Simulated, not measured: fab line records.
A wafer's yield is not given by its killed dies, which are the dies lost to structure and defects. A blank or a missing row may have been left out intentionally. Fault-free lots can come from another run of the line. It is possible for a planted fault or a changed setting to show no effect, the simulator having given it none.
fab line records -- flow nand-harc
[record] lots = 12, wafers = 36, last-day = 24
route steps=1159 shown P_START@1 P_ZERO_WELL@27 P_CONTACT@247 P_M0@266
lots that met no fault: from a run of the same line without faults
start-h: hours from the record's opening day to when the first of the lot's shown wafers began -- wait-h: hours since the lot's step before -- " repeats the value in the row above -- L1.1+2: a row that stands for several wafers -- - value missing, or start not given -- * or withheld: withheld -- < > ~ a bound
route shown NAME@n: a module of which the file shows steps, and the number in the route of the first -- usual: mean and standard deviation over wafers with no fault -- same: alike in all rows -- chamber/n: place in a boat -- sites: readings site by site -- _std_site: how widely they spread, as a standard deviation -- _edge_site: mean of outer sites minus mean of inner sites -- radius-mm: how far each site lies from the wafer's centre -- mask NAME#n: copy n -- behind: the tool/chamber that last shaped the wafer -- hold: reason for holding the lot/hours on hold/outcome of the hold -- device: names the non-switching transistor (n, p or np) -- end of line: the same wafers' tests at the end of the route -- a step given without rows: its recipe and nothing more -- killed: not the wafer's yield, but the dies lost to structure and defects at the first sort -- map: dies across one wafer; x = killed, . = not, _ = none there
set.NAME: the setting that was run; set.NAME@STEP: the one run at that earlier step -- model.NAME: the simulator's own value behind a step, which no gauge read
one table for each step of the route and one row for each wafer, over a sample of lots
services: a tool's chamber out of use, with start hour (start-h, from the record's first day; less than 0 if before it), hours out, and reason
[[steps]]
[step NHARC_P_START_INSPECT_01]
[usual] raw-defect-count = 3.4/1.7
lot.wafer,tool,chamber,start-h,wait-h,raw-defect-count
L918.1,defect-inspect-01,-,12.04,-,3
L918.2,defect-inspect-01,-,12.04,-,2
L918.4,defect-inspect-01,-,12.04,-,2
L919.1,defect-inspect-02,-,18.04,-,3
L919.4,defect-inspect-02,-,18.04,-,4
L919.6,defect-inspect-02,-,18.04,-,1
L920.1,defect-inspect-02,-,24.04,-,5
L920.4,defect-inspect-02,-,24.04,-,0
L920.6,defect-inspect-02,-,24.04,-,3
L921.4,defect-inspect-01,-,30.04,-,5
L921.5,defect-inspect-01,-,30.04,-,3
L921.6,defect-inspect-01,-,30.04,-,3
L923.3,defect-inspect-02,-,42.04,-,3
L923.4,defect-inspect-02,-,42.04,-,5
L923.5,defect-inspect-02,-,42.04,-,0
L924.3,defect-inspect-01,-,48.05,-,4
L924.4,defect-inspect-01,-,48.05,-,6
L924.6,defect-inspect-01,-,48.05,-,2
L927.3,defect-inspect-02,-,66.04,-,3
L927.4,defect-inspect-02,-,66.04,-,7
L927.5,defect-inspect-02,-,66.04,-,3
L929.2,defect-inspect-02,-,78.04,-,1
L929.4,defect-inspect-02,-,78.04,-,2
L929.6,defect-inspect-02,-,78.04,-,5
L931.2,defect-inspect-02,-,90.04,-,3
L931.5,defect-inspect-02,-,90.04,-,3
L931.6,defect-inspect-02,-,90.04,-,3
L936.3,defect-inspect-02,-,120.04,-,4
L936.4,defect-inspect-02,-,120.04,-,0
L936.6,defect-inspect-02,-,120.04,-,2
L940.3,defect-inspect-01,-,144.04,-,3
L940.4,defect-inspect-01,-,144.04,-,2
L940.5,defect-inspect-01,-,144.04,-,4
L941.3,defect-inspect-02,-,150.04,-,1
L941.5,defect-inspect-02,-,150.04,-,3
L941.6,defect-inspect-02,-,150.04,-,1
[step NHARC_P_ZERO_WELL_PEB_22]
[recipe] peb-temp-c = 118, peb-time-s = 85
[usual] heater-power-total-W = 163.98/0.28, plate-temp-C = 117.96/0.14, resist-line-temp-C = 23.02/0.12
lot.wafer,tool,chamber,start-h,wait-h,heater-power-total-W,plate-temp-C,resist-line-temp-C
L918.1,litho-track-02,0,14.40,0.1,164.17,117.91,22.71
L918.2,litho-track-02,0,14.40,0.1,164.19,118.00,22.78
L918.4,litho-track-02,0,14.40,0.1,164.31,117.85,22.74
L919.1,litho-track-05,0,20.38,0.1,163.83,117.99,23.02
L919.4,litho-track-05,0,20.38,0.1,164.28,118.14,23.11
L919.6,litho-track-05,0,20.38,0.1,163.97,118.10,23.18
L920.1,litho-track-02,0,26.38,0.1,164.30,117.76,23.03
L920.4,litho-track-02,0,26.38,0.1,163.64,117.49,23.07
L920.6,litho-track-02,0,26.38,0.1,163.69,117.82,22.98
L921.4,litho-track-05,0,32.40,0.0,164.44,118.16,22.98
L921.5,litho-track-05,0,32.40,0.0,164.00,118.30,23.06
L921.6,litho-track-05,0,32.40,0.0,163.89,117.94,22.92
L923.3,litho-track-02,0,44.52,0.1,163.73,118.05,23.29
L923.4,litho-track-02,0,44.52,0.1,164.35,117.89,23.18
L923.5,litho-track-02,0,44.52,0.1,163.76,117.97,23.29
L924.3,litho-track-02,0,50.74,0.1,163.65,117.89,22.91
L924.4,litho-track-02,0,50.74,0.1,163.73,117.83,23.09
L924.6,litho-track-02,0,50.74,0.1,164.36,118.05,22.82
L927.3,litho-track-02,0,68.52,0.1,167.20,119.80,23.02
L927.4,litho-track-02,0,68.52,0.1,167.66,119.70,22.99
L927.5,litho-track-02,0,68.52,0.1,167.96,119.68,22.96
L929.2,litho-track-05,0,80.49,0.1,164.02,117.95,23.03
L929.4,litho-track-05,0,80.49,0.1,164.39,118.02,23.04
L929.6,litho-track-05,0,80.49,0.1,164.45,118.05,22.99
L931.2,litho-track-02,0,92.39,0.1,167.35,119.78,23.19
L931.5,litho-track-02,0,92.39,0.1,167.40,119.78,23.01
L931.6,litho-track-02,0,92.39,0.1,167.24,119.96,23.16
L936.3,litho-track-03,0,122.57,0.1,163.84,118.02,22.92
L936.4,litho-track-03,0,122.57,0.1,163.80,118.09,22.89
L936.6,litho-track-03,0,122.57,0.1,164.37,117.98,23.08
L940.3,litho-track-05,0,146.53,0.1,164.38,117.90,23.01
L940.4,litho-track-05,0,146.53,0.1,164.11,118.03,23.00
L940.5,litho-track-05,0,146.53,0.1,163.87,117.88,23.27
L941.3,litho-track-03,0,152.50,0.1,164.44,118.16,23.13
L941.5,litho-track-03,0,152.50,0.1,164.18,117.95,22.99
L941.6,litho-track-03,0,152.50,0.1,164.12,117.99,23.19
[step NHARC_P_CONTACT_ALD_22]
[recipe] target-thk-a = 30, pulse-time-s = 1, ald-cycles = 150, temp-c = 450, material = TiN
[usual] heater-power-outer-w = 670/62, heater-power-w = 1059/100, precursor-pulse-height-rel = 1.001/0.02
[same] pulse-time-s = 1
lot.wafer,tool,chamber,start-h,wait-h,heater-power-outer-w,heater-power-w,precursor-pulse-height-rel
L919.1,ald-metal-04,0,111.79,-,718,1109,0.973
L919.6,ald-metal-04,0,111.79,-,725,1094,0.986
L919.4,ald-metal-04,3,111.79,-,584,961,1.000
L918.2,ald-metal-01,2,113.42,-,683,1042,1.018
L918.1,ald-metal-01,3,113.42,-,647,956,1.021
L918.4,ald-metal-01,1,113.42,-,733,1124,1.014
L921.6,ald-metal-04,0,130.34,-,739,1132,1.018
L921.5,ald-metal-04,1,130.34,-,599,973,0.985
L921.4,ald-metal-04,3,130.34,-,580,970,1.011
L920.4,ald-metal-03,1,136.53,-,659,1096,0.986
L920.1,ald-metal-03,0,136.53,-,685,1137,1.021
L920.6,ald-metal-03,2,136.53,-,831,1239,1.004
L924.3,ald-metal-01,2,141.61,-,700,1045,1.010
L924.4,ald-metal-01,0,141.61,-,578,857,0.982
L924.6,ald-metal-01,3,141.61,-,666,958,0.960
L923.3,ald-metal-04,0,142.88,-,730,1115,1.010
L923.4,ald-metal-04,1,142.88,-,604,992,1.006
L923.5,ald-metal-04,0,142.88,-,727,1134,0.988
L927.3,ald-metal-01,3,161.37,-,636,945,0.991
L927.4,ald-metal-01,1,161.37,-,752,1147,0.983
L927.5,ald-metal-01,2,161.37,-,680,1051,1.023
L929.4,ald-metal-04,0,171.61,-,713,1125,0.997
L929.2,ald-metal-04,2,171.61,-,761,1249,1.006
L929.6,ald-metal-04,0,171.61,-,724,1134,1.003
L931.2,ald-metal-03,1,187.68,-,687,1102,1.008
L931.5,ald-metal-03,1,187.68,-,697,1097,1.025
L931.6,ald-metal-03,2,187.68,-,715,1126,0.994
L936.3,ald-metal-01,3,219.94,-,647,974,1.012
L936.4,ald-metal-01,1,219.94,-,727,1125,1.009
L936.6,ald-metal-01,3,219.94,-,671,972,0.954
L940.4,ald-metal-04,0,241.58,-,747,1118,1.008
L940.3,ald-metal-04,2,241.58,-,809,1301,0.968
L940.5,ald-metal-04,0,241.58,-,729,1152,1.005
L941.3,ald-metal-01,2,250.78,-,695,1049,0.991
L941.6,ald-metal-01,2,250.78,-,683,1049,0.990
L941.5,ald-metal-01,3,250.78,-,669,989,0.975
[step NHARC_P_M0_DESCUM_14]
[recipe] time-s = 3, o2-flow-sccm = 200, ar-flow-sccm = 0, bias-power-w = 0, chemistry = O2
[usual] drypump-motor-current-A = 5.6/0.4, o2-flow-sccm = 200.0/0.68, oes-product-au = 1.002/0.011, rf-vpp-V = 57.7/0.89, showerhead-plenum-p-Torr = 1.89/0.08, throttle-valve-pct = 11.311/0.0096
[same] bias-power-w = 0
lot.wafer,tool,chamber,start-h,wait-h,drypump-motor-current-A,o2-flow-sccm,oes-product-au,rf-hours-counter-h,rf-vpp-V,showerhead-plenum-p-Torr,throttle-valve-pct
L919.1,rie-diel-10,2,119.61,0.1,5.9,199.9,1.014,8,58.3,1.94,11.299
L919.4,rie-diel-10,0,119.61,0.1,5.4,200.5,0.997,-,58.6,1.90,11.310
L919.6,rie-diel-10,2,119.61,0.1,5.8,199.7,1.018,-,58.4,1.93,11.319
L918.1,rie-diel-10,2,120.19,0.1,5.8,200.4,0.997,8,56.5,1.93,11.300
L918.2,rie-diel-10,0,120.19,0.1,5.4,200.5,0.992,9,58.7,1.90,11.337
L918.4,rie-diel-10,2,120.19,0.1,5.8,198.9,1.005,-,56.2,1.93,11.311
L921.4,rie-diel-03,1,132.70,0.1,5.9,199.4,1.002,-,56.5,1.80,11.324
L921.6,rie-diel-03,3,132.70,0.1,5.7,200.3,1.014,-,58.1,1.86,11.310
L921.5,rie-diel-03,0,132.70,0.1,5.3,199.7,0.993,-,58.6,1.94,11.322
L920.1,rie-diel-03,1,141.47,0.1,5.9,198.7,1.002,7,58.6,1.80,11.304
L920.6,rie-diel-03,3,141.47,0.1,5.7,201.7,1.000,-,59.0,1.86,11.317
L920.4,rie-diel-03,0,141.47,0.1,5.3,199.4,0.981,-,57.5,1.94,11.312
L924.3,rie-diel-03,1,144.41,0.1,5.9,199.5,1.001,7,56.0,1.80,11.319
L924.6,rie-diel-03,1,144.41,0.1,5.9,200.4,1.008,-,56.4,1.80,11.312
L924.4,rie-diel-03,3,144.41,0.1,5.7,199.8,0.995,-,58.2,1.86,11.317
L923.4,rie-diel-10,2,145.20,0.1,5.8,199.6,1.022,9,58.1,1.93,11.317
L923.3,rie-diel-10,3,145.20,0.1,6.3,199.5,0.996,9,58.4,1.91,11.314
L923.5,rie-diel-10,3,145.20,0.1,6.3,198.4,1.003,-,57.3,1.91,11.311
L927.4,rie-diel-10,1,163.71,0.1,5.2,200.0,0.992,12,57.7,2.04,11.311
L927.3,rie-diel-10,2,163.71,0.1,5.9,198.9,1.014,11,58.6,1.93,11.292
L927.5,rie-diel-10,2,163.71,0.1,5.8,200.0,1.002,-,56.0,1.93,11.309
L929.4,rie-diel-03,1,176.96,0.1,5.9,200.1,1.019,9,57.8,1.79,11.304
L929.2,rie-diel-03,2,176.96,0.1,5.0,199.4,1.012,6,57.6,1.79,11.310
L929.6,rie-diel-03,2,176.96,0.1,5.0,198.7,1.011,-,57.8,1.79,11.297
L931.2,rie-diel-10,3,194.99,0.1,6.3,200.3,1.015,1,57.1,1.91,11.322
L931.6,rie-diel-10,0,194.99,0.1,5.4,199.4,1.002,-,57.0,1.90,11.318
L931.5,rie-diel-10,1,194.99,0.1,5.2,201.1,1.013,-,58.1,2.04,11.316
L936.4,rie-diel-05,0,222.28,0.1,5.5,200.6,1.003,2,59.9,2.02,11.301
L936.3,rie-diel-05,2,222.28,0.1,5.8,200.0,0.989,2,57.6,1.83,11.314
L936.6,rie-diel-05,1,222.28,0.1,5.6,198.2,0.991,-,59.0,1.88,11.312
L940.3,rie-diel-03,2,247.44,0.1,5.0,201.3,1.000,2,55.6,1.79,11.317
L940.4,rie-diel-03,0,247.44,0.1,5.3,200.4,0.988,1,56.6,1.94,11.300
L940.5,rie-diel-03,3,247.44,0.1,5.7,199.3,0.998,-,55.4,1.86,11.315
L941.3,rie-diel-05,1,255.43,0.1,5.6,200.5,1.001,5,58.2,1.88,11.305
L941.6,rie-diel-05,3,255.43,0.1,6.4,199.5,1.006,-,57.6,1.79,11.303
L941.5,rie-diel-05,0,255.43,0.1,5.5,200.4,1.014,-,56.9,2.02,11.303
[[services]]
tool,chamber,start-h,hours,kind
rie-diel-10,-,-0.50,9.0,pm
rie-diel-03,0,4.98,21.9,repair
rie-diel-03,2,11.55,8.8,repair
rie-diel-03,1,14.01,18.4,repair
rie-diel-03,3,14.43,18.3,repair
rie-diel-03,-,38.30,9.0,pm
ald-metal-04,-,50.00,10.0,pm
rie-diel-10,-,85.42,0.1,repair
ald-metal-04,1,96.78,10.9,repair
rie-diel-03,2,101.53,1.2,repair
ald-metal-01,-,102.00,10.0,pm
rie-diel-10,3,104.03,17.4,repair
ald-metal-04,2,109.78,29.0,repair
rie-diel-03,2,122.87,23.3,repair
ald-metal-01,0,124.35,15.3,repair
rie-diel-10,0,147.71,6.0,repair
ald-metal-01,0,149.85,29.3,repair
litho-track-02,-,165.00,7.0,pm
rie-diel-10,-,176.50,9.0,pm
rie-diel-03,0,184.59,5.1,repair
ald-metal-01,-,194.38,0.3,repair
rie-diel-03,-,215.30,9.0,pm
ald-metal-04,3,225.77,6.7,repair
ald-metal-04,-,228.00,10.0,pm
[[key]]
[first-sign] step = NHARC_P_ZERO_WELL_PEB_22, reading = plate-temp-C, direction = up, sigmas = 13, usual = *, struck = *
[effect] step = NHARC_P_ZERO_WELL_PEB_22, reading = heater-power-total-W, direction = up, sigmas = 12, usual = *, struck = *
met-at NHARC_P_ZERO_WELL_PEB_22
struck-lots L927,L931
tester-left-out L927,L931
not-acting-at NHARC_P_START_INSPECT_01,NHARC_P_CONTACT_ALD_22,NHARC_P_M0_DESCUM_14
onset-between 50.74 68.52
[fault] kind = process-parameter-drift, tool = litho-track-02, chamber = -, onset-h = 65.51, steps = NHARC_P_ZERO_WELL_PEB_22, channel = peb-temp-c, offset = *, shape = step, end-h = 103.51, acts-in = *, stated = *
// tester-left-out: of these lots the tester's yield and bins aren't shown, on N5 and GAA mostly nor the transistor test; their killed dies are dies lost to structure and defects alone, not to doping, threshold or leakage, so they don't give the yield
